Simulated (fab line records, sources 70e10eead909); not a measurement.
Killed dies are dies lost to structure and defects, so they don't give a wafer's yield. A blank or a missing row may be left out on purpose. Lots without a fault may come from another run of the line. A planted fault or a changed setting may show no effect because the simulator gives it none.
Chamber matching | flow nand_harc | NHARC_A_BLC_CMP_25 on cmp-03: 4 sister chambers
The step polishes, t overpolish 30 s, target thk 150 nm. 20 wafers are shown with their chamber, then 10 later ones without.

WAFERS WITH THEIR CHAMBER
wafer  | chamber | motor_current_A (A) | time_to_endpoint_s (s) | overpolish_run_s (s)
L076.2 | 3       | 10.3                | 28.4                   | 29.980
L076.3 | 0       | 10.7                | 28.0                   | 30.002
L076.6 | 0       | 11.1                | 26.7                   | 29.997
L075.1 | 3       | 10.0                | 28.6                   | 30.023
L075.3 | 2       | 10.3                | 28.1                   | 30.005
L075.4 | 1       | 12.5                | 29.6                   | 30.006
L074.2 | 2       | 10.5                | 29.6                   | 29.992
L074.3 | 0       | 11.2                | 28.3                   | 30.004
L074.4 | 1       | 12.7                | 28.9                   | 30.004
L080.3 | 3       | 10.0                | 31.1                   | 29.985
L080.4 | 2       | 10.1                | 31.7                   | 29.983
L080.5 | 3       | 9.4                 | 29.1                   | 29.997
L079.1 | 3       | 10.0                | 30.8                   | 30.000
L079.4 | 0       | 10.7                | 27.1                   | 29.986
L079.6 | 1       | 13.1                | 30.8                   | 30.006
L082.1 | 1       | 12.8                | 28.5                   | 29.999
L082.5 | 1       | 12.8                | 26.7                   | 30.002
L082.6 | 0       | 11.6                | 25.5                   | 30.011
L085.3 | 0       | 10.9                | 28.1                   | 29.993
L085.5 | 1       | 12.5                | 29.1                   | 30.004

SIGNATURES (means of the wafers above)
reading            | chamber 0 | chamber 1 | chamber 2 | chamber 3 | scatter within a chamber
motor_current_A    | 11.033    | 12.733    | 10.300    | 9.940     | 0.291
time_to_endpoint_s | 27.283    | 28.933    | 29.800    | 29.600    | 1.32
overpolish_run_s   | 29.99883  | 30.00350  | 29.99333  | 29.99700  | 0.0106
Rule: a wafer's distance from a chamber is the root of the sum, over the readings, of the square of ((its reading less the chamber's mean) divided by the reading's scatter). The wafer belongs to the nearest chamber; if the next one is less than 2 further off, it can't be placed. The scatter: the root of (the sum of the squares of (reading less its chamber's mean) over the shown wafers, divided by (wafers less chambers)).

WAFERS WITHOUT THEIR CHAMBER
wafer  | motor_current_A (A) | time_to_endpoint_s (s) | overpolish_run_s (s)
L085.6 | 9.4                 | 29.5                   | 29.997
L088.2 | 13.0                | 29.6                   | 30.010
L088.3 | 11.1                | 28.5                   | 30.007
L088.5 | 11.2                | 28.7                   | 29.992
L091.2 | 10.8                | 31.7                   | 30.003
L091.4 | 12.5                | 30.1                   | 29.991
L091.5 | 10.4                | 27.6                   | 30.018
L093.1 | 10.0                | 28.0                   | 30.005
L093.2 | 10.6                | 27.4                   | 29.987
L093.4 | 12.2                | 30.0                   | 30.010

WHICH CHAMBER EACH WENT THROUGH
wafer  | from the rows above          | in truth
L085.6 | can't be placed: 3 or 2      | 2
L088.2 | 1                            | 1
L088.3 | can't be placed: 0 or 2      | 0
L088.5 | can't be placed: 0 or 2      | 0
L091.2 | can't be placed: 2 or 3 or 0 | 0
L091.4 | 1                            | 1
L091.5 | can't be placed: 0 or 2 or 3 | 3
L093.1 | can't be placed: 3 or 2      | 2
L093.2 | can't be placed: 0 or 2 or 3 | 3
L093.4 | 1                            | 1
Placed correctly: 3 of 10. Can't be placed from these rows: 7 (the true chamber is among the candidates in 7). Placed wrongly: 0.
